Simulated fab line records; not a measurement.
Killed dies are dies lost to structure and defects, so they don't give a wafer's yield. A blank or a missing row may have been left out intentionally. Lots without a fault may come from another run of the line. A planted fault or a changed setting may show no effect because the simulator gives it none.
The tool behind it: which one?	flow nandHarc	at 1 step of a route of 1159, 12 lots with 36 wafers sampled

WHAT THE GAUGES READ, wafer by wafer
NHARC_A_ONON_D1_THK_MEAS_34: measures by ellipsometry.
lot	measured	on	thkNm (nm)
L075	day 8 11:55	filmMetro-02	196 194 199
L077	day 9 10:01	filmMetro-01	203 202 202
L079	day 9 10:44	filmMetro-02	202 203 201
L080	day 9 23:17	filmMetro-02	196 201 201
L082	day 10 10:36	filmMetro-02	195 198 203
L086	day 12 09:42	filmMetro-02	201 201 209
L088	day 12 13:16	filmMetro-02	206 198 204
L087	day 12 13:43	filmMetro-02	197 199 201
L090	day 12 20:53	filmMetro-02	198 203 203
L094	day 13 01:14	filmMetro-01	196 197 194
L095	day 13 05:53	filmMetro-02	198 200 201
L097	day 13 19:29	filmMetro-02	199 198 202

WHAT TOOL EACH LOT RAN ON (gives the tool, then ch and the chambers of the sampled wafers, and finally the start)
There is no process step in the record ahead of these readings.

THE ANSWER, worked out from the rows above alone
Rule: the usual values come from the lots themselves. Put in order of their means at a reading, lots are off if they are a third of the lots or fewer, leave a main group of 4 or more, and stand apart from it by a gap of 3 or more times the standard deviation of the main group's means; of several such gaps the widest counts. A main group is skipped when, at the precision printed for the reading in the tables above, its means are all equal. A lot without any number at a reading at which 4 lots or more have one is off too. The other lots that the step has rows for count as sound.
No lot is off at any reading shown: from this, nothing can be told.

WHAT WAS PUT IN BY THE SIMULATOR
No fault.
